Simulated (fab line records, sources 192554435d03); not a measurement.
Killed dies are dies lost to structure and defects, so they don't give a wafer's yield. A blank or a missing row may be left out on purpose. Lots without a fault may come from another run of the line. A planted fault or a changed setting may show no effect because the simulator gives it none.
Split-lot experiment | flow n5_finfet | 7 lots, 21 wafers read, on a route of 1938 steps

THE SPLIT
At N5_BEOL_M15_TRENCH_ETCH_34 (etches SiO2 in C4F8/O2/Ar, target depth 872.93 nm, time 199 s), the setting time_s was moved away from the recipe's 199 s on 5 of the 21 wafers read, by -19.6% to +21.6%. The other wafers ran this setting at the recipe's value.

FROM THE SPLIT TO THE READING: what the file shows between them, 7 steps
- N5_BEOL_M15_STRIP_36: strips in O2
- N5_BEOL_M15_ECD_47: material Cu, target thk 1860 nm
- N5_BEOL_M15_ANNEAL_48: time 90 s
- N5_BEOL_M15_CMP_49: polishes, stops on SiO2, t overpolish 4.9 s, target thk 850 nm
- N5_BEOL_M15_THK_MEAS_50: measures by xrf
- N5_BEOL_M15_PRE_CLEAN_52: time 15 s
- N5_BEOL_M15_DEP_53: deposits SiCN from 3MS/NH3, target thk 50 nm, time 17.8 s

THE READING
M15_RS, in ohm/sq, at N5_BEOL_M15_RS_MEAS_54 (measures by four-point-probe). Fault-free wafers of this fab line usually give 0.0216 ohm/sq, standard deviation 0.00035 ohm/sq.

wafer  | tool, chamber at the split | time_s as run, s | against the recipe | M15_RS, ohm/sq | against lot-mates on the recipe
L083.1 | rie_diel-06, 1             | 199              | recipe             | 0.0210         | -
L083.3 | rie_diel-06, 2             | 199              | recipe             | 0.0219         | -
L083.6 | rie_diel-06, 1             | 161.7            | -18.7%             | 0.0262         | +0.0048
L086.2 | rie_diel-01, 2             | 199              | recipe             | 0.0210         | -
L086.4 | rie_diel-01, 0             | 199              | recipe             | 0.0216         | -
L086.6 | rie_diel-01, 2             | 199              | recipe             | 0.0212         | -
L085.1 | rie_diel-03, 3             | 199              | recipe             | 0.0216         | -
L085.5 | rie_diel-03, 3             | 242              | +21.6%             | 0.0174         | -0.0041
L085.6 | rie_diel-03, 1             | 199              | recipe             | 0.0214         | -
L089.1 | rie_diel-06, 2             | 199              | recipe             | 0.0219         | -
L089.3 | rie_diel-06, 0             | 199              | recipe             | 0.0211         | -
L089.5 | rie_diel-06, 3             | 199              | recipe             | 0.0217         | -
L093.1 | rie_diel-06, 3             | 160              | -19.6%             | 0.0276         | +0.0059
L093.4 | rie_diel-06, 2             | 199              | recipe             | 0.0218         | -
L093.6 | rie_diel-06, 3             | 199              | recipe             | 0.0217         | -
L096.1 | rie_diel-03, 3             | 199              | recipe             | 0.0222         | -
L096.3 | rie_diel-03, 2             | 199              | recipe             | 0.0222         | -
L096.5 | rie_diel-03, 3             | 178.6            | -10.3%             | 0.0244         | +0.0022
L079.1 | rie_diel-03, 0             | 199              | recipe             | 0.0216         | -
L079.2 | rie_diel-03, 3             | 199              | recipe             | 0.0216         | -
L079.3 | rie_diel-03, 2             | 235.3            | +18.2%             | 0.0185         | -0.0031

THE FIT
A straight line over all 21 wafers: M15_RS changes by -0.000231 ohm/sq for each +1% of time_s; r = -0.97; the points scatter about the line by 0.00055 ohm/sq.
The same after taking each lot's own level away (the mean of its wafers on the recipe; 21 wafers): -0.000226 ohm/sq for each +1%; r = -0.98; scatter 0.00048 ohm/sq.
On that fit, the largest move of time_s shifts the reading by 0.0049 ohm/sq.
The lots' own levels span 0.02127 to 0.02220 ohm/sq, that is 2.7 times the standard deviation above.
So the lot-to-lot level changes the slope little: the two slopes agree.
Check: with one of the wafers moved furthest among these (+21.6%) left out of the fit, the line predicts -0.00501 ohm/sq for it against its lot-mates. It came out at -0.0041 ohm/sq against them.

OTHER SPLITS ON THESE WAFERS
These wafers also went through other splits before the reading. Each is held against what the fit with the lots' levels taken away leaves over:
other split on the same wafers    | wafers away from the commonest value | r with M15_RS (lot level and that fit taken away)
N5_BEOL_M11_ALD_74 ald_cycles     | 6                                    | +0.16
N5_BEOL_M13_COAT_04 spin_rpm      | 6                                    | +0.18
N5_BEOL_M13_ETCH_59 time_s        | 7                                    | -0.17
N5_BEOL_M14_TRENCH_ETCH_34 time_s | 8                                    | -0.14
N5_BEOL_M15_ETCH_61 time_s        | 10                                   | -0.21

THE WHOLE CHAIN: every reading that the file lists as answering this split, in the file's order
step                       | what it does                                                   | reading                                                                          | change (the file's fit)               | r (the file's)
N5_BEOL_M15_TRENCH_ETCH_34 | etches SiO2 in C4F8/O2/Ar, target depth 872.93 nm, time 199 s  | etch.depth_nm (the simulator's own value, which no gauge read)                   | +8.45 nm for each +1% of the setting  | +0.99
N5_BEOL_M15_TRENCH_ETCH_34 | etches SiO2 in C4F8/O2/Ar, target depth 872.93 nm, time 199 s  | coat_of_BEOL_M15_COAT_22.thk_nm (the simulator's own value, which no gauge read) | -1.71 nm for each +1% of the setting  | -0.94
N5_BEOL_M15_CMP_49         | polishes, stops on SiO2, t overpolish 4.9 s, target thk 850 nm | Cu_of_BEOL_M15_ECD_47.thk_nm (the simulator's own value, which no gauge read)    | +8.46 nm for each +1% of the setting  | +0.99
N5_BEOL_M15_THK_MEAS_50    | measures by xrf                                                | M15_THK                                                                          | +8.6 for each +1% of the setting      | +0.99
N5_BEOL_M15_RS_MEAS_54     | measures by four-point-probe                                   | M15_RS                                                                           | -0.000226 for each +1% of the setting | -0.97

THE FILE'S OWN FIT
M15_RS changes by -0.000226 ohm/sq for each +1% of time_s, r = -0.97.
